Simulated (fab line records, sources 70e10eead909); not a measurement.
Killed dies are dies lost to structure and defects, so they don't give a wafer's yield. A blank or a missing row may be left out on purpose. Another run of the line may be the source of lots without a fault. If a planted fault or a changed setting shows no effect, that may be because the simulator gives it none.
The tool behind it: which one? ; flow nand-harc ; 36 wafers from 12 lots sampled at 4 of the route's 1302 steps

## WHAT THE GAUGES SHOWED, per wafer
The record holds no reading of a measuring or inspecting step that can be judged against a usual standard deviation.

## WHAT TOOL EACH LOT RAN ON (gives the tool, then ch and the chambers of the sampled wafers, and finally the start)
lot;NHARC_A_CHANNEL_HOLE_D2_ETCH_22;NHARC_A_CHANNEL_HOLE_D2_ETCH_27;NHARC_A_CHANNEL_FILL_D2_ALD_15;NHARC_A_CHANNEL_FILL_D2_ALD_16
L109;har-etch-01 ch 0,1, day 14 16:24;har-etch-01 ch 0,1, day 14 19:32;ald-sin-batch-02 ch 0, day 15 07:39;ald-hk-02 ch 1,2,3, day 15 09:45
L110;har-etch-02 ch 0, day 14 17:38;har-etch-02 ch 0, day 14 23:44;ald-sin-batch-02 ch 0, day 15 11:56;ald-hk-03 ch 0,3, day 15 13:58
L112;har-etch-01 ch 0,1, day 16 01:58;har-etch-01 ch 0,1, day 16 04:59;ald-sin-batch-02 ch 0, day 16 17:03;ald-hk-02 ch 0,1,3, day 16 19:11
L113;har-etch-02 ch 0,1, day 16 02:54;har-etch-02 ch 0,1, day 16 06:01;ald-sin-batch-02 ch 0, day 16 17:03;ald-hk-04 ch 1,3, day 16 19:08
L119;har-etch-01 ch 1, day 19 18:40;har-etch-01 ch 1, day 19 21:47;ald-sin-batch-03 ch 0, day 20 09:50;ald-hk-04 ch 1,3, day 20 11:52
L122;har-etch-02 ch 0,1, day 19 19:40;har-etch-02 ch 0,1, day 19 22:34;ald-sin-batch-03 ch 0, day 20 09:50;ald-hk-03 ch 0,1,3, day 20 11:57
L123;har-etch-02 ch 0,1, day 20 07:11;har-etch-02 ch 0,1, day 20 10:18;ald-sin-batch-02 ch 0, day 20 22:22;ald-hk-02 ch 0,1,3, day 21 00:29
L124;har-etch-02 ch 0,1, day 20 11:21;har-etch-02 ch 0,1, day 20 14:26;ald-sin-batch-01 ch 0, day 21 02:28;ald-hk-03 ch 0,2,3, day 21 04:33
L125;har-etch-01 ch 0,1, day 21 14:56;har-etch-01 ch 0,1, day 21 18:03;ald-sin-batch-03 ch 0, day 22 05:42;ald-hk-04 ch 2,3, day 22 07:55
L127;har-etch-02 ch 0,1, day 22 09:01;har-etch-02 ch 0,1, day 22 12:08;ald-sin-batch-02 ch 0, day 23 01:22;ald-hk-04 ch 1,3, day 23 03:27
L128;har-etch-01 ch 0,1, day 22 09:21;har-etch-01 ch 0,1, day 22 12:27;ald-sin-batch-02 ch 0, day 23 01:22;ald-hk-03 ch 0,1, day 23 03:26
L129;har-etch-01 ch 0,1, day 22 19:56;har-etch-01 ch 0,1, day 22 22:58;ald-sin-batch-02 ch 0, day 23 10:59;ald-hk-04 ch 1,2,3, day 23 13:04
- NHARC_A_CHANNEL_HOLE_D2_ETCH_22: etches the open film in C4F8/O2/Ar, time 666.7 s, target depth 1600 nm.
- NHARC_A_CHANNEL_HOLE_D2_ETCH_27: etches the open film in C4F8/O2/Ar, time 90 s, target depth 400 nm.
- NHARC_A_CHANNEL_FILL_D2_ALD_15: deposits SiNx, target thk 2 nm, pulse time 60 s, ald cycles 19.
- NHARC_A_CHANNEL_FILL_D2_ALD_16: deposits SiO2, target thk 1.5 nm, pulse time 10 s, ald cycles 15.

## WHAT THE TOOLS THEMSELVES READ (means of the sampled wafers that have a number; where no wafer has one, the mark that the record gives instead)
NHARC_A_CHANNEL_HOLE_D2_ETCH_22. Usual: drypump-motor-current-A 5.99 A, standard deviation 0.1; showerhead-plenum-p-Torr 3.71 Torr, standard deviation 0.1; temp-c -20.01 C, standard deviation 0.092; throttle-valve-pct 32.154 %, standard deviation 0.0087.
lot;tool;drypump-motor-current-A (A);showerhead-plenum-p-Torr (Torr);temp-c (C);throttle-valve-pct (%);flag
L109;har-etch-01;5.93;3.69;-19.98;32.149;
L110;har-etch-02;6.11;3.72;-19.93;32.155;
L112;har-etch-01;5.88;3.68;-20.02;32.155;
L113;har-etch-02;6.09;3.85;-20.04;32.157;
L119;har-etch-01;5.83;3.65;-19.99;32.153;
L122;har-etch-02;6.11;3.76;-19.98;32.166;
L123;har-etch-02;6.10;3.75;-20.03;32.148;
L124;har-etch-02;6.11;3.75;-19.99;32.153;
L125;har-etch-01;5.92;3.63;-20.02;32.155;
L127;har-etch-02;6.07;3.81;-20.00;32.151;
L128;har-etch-01;5.89;3.63;-20.06;32.151;
L129;har-etch-01;5.90;3.63;-20.07;32.150;

NHARC_A_CHANNEL_HOLE_D2_ETCH_27. Usual: drypump-motor-current-A 5.99 A, standard deviation 0.1; showerhead-plenum-p-Torr 3.75 Torr, standard deviation 0.11; temp-c -20.03 C, standard deviation 0.12; throttle-valve-pct 27.619 %, standard deviation 0.0098.
lot;tool;drypump-motor-current-A (A);showerhead-plenum-p-Torr (Torr);temp-c (C);throttle-valve-pct (%);flag
L109;har-etch-01;5.94;3.73;-20.12;27.617;
L110;har-etch-02;6.12;3.76;-20.13;27.611;
L112;har-etch-01;5.88;3.71;-19.95;27.615;
L113;har-etch-02;6.08;3.89;-20.02;27.619;
L119;har-etch-01;5.86;3.69;-20.07;27.624;
L122;har-etch-02;6.10;3.80;-20.05;27.616;
L123;har-etch-02;6.11;3.79;-20.01;27.633;
L124;har-etch-02;6.07;3.79;-19.90;27.620;
L125;har-etch-01;5.91;3.67;-20.00;27.616;
L127;har-etch-02;6.09;3.85;-20.25;27.622;
L128;har-etch-01;5.91;3.66;-20.09;27.621;
L129;har-etch-01;5.90;3.66;-19.95;27.619;

NHARC_A_CHANNEL_FILL_D2_ALD_15. Usual: precursor-pulse-height-rel reads 0.999 (standard deviation 0.017).
lot;tool;precursor-pulse-height-rel;flag
L109;ald-sin-batch-02;0.996;
L110;ald-sin-batch-02;0.993;
L112;ald-sin-batch-02;1.008;
L113;ald-sin-batch-02;1.006;
L119;ald-sin-batch-03;1.006;
L122;ald-sin-batch-03;1.003;
L123;ald-sin-batch-02;1.001;
L124;ald-sin-batch-01;0.987;
L125;ald-sin-batch-03;0.993;
L127;ald-sin-batch-02;1.014;
L128;ald-sin-batch-02;1.009;
L129;ald-sin-batch-02;0.973;

NHARC_A_CHANNEL_FILL_D2_ALD_16. Usual: heater-power-w 470 W, standard deviation 39; precursor-pulse-height-rel 1.000, standard deviation 0.022.
lot;tool;heater-power-w (W);precursor-pulse-height-rel;flag
L109;ald-hk-02;467;0.988;
L110;ald-hk-03;462;0.994;
L112;ald-hk-02;470;0.994;
L113;ald-hk-04;481;0.990;
L119;ald-hk-04;484;0.980;
L122;ald-hk-03;486;1.000;
L123;ald-hk-02;475;1.000;
L124;ald-hk-03;454;1.005;
L125;ald-hk-04;445;0.994;
L127;ald-hk-04;485;1.004;
L128;ald-hk-03;504;1.007;
L129;ald-hk-04;454;0.989;

## THE ANSWER, worked out from the rows above alone
Rule: lot off if the mean of its wafers having a number is beyond 3 standard deviations from the usual mean. Also off: a lot with no number at a reading for which 4 or more lots have one. Any other lot the step has rows for is counted as sound. First the gauges in route order, then the tools' own readings, where a lot's mean is used as printed above. The first step at which some lot is off is used, and at that step the reading that is off furthest; a lot without a number counts as furthest.
None of the lots is off at any reading shown; this tells nothing.

## WHAT HAD BEEN PUT IN BY THE SIMULATOR
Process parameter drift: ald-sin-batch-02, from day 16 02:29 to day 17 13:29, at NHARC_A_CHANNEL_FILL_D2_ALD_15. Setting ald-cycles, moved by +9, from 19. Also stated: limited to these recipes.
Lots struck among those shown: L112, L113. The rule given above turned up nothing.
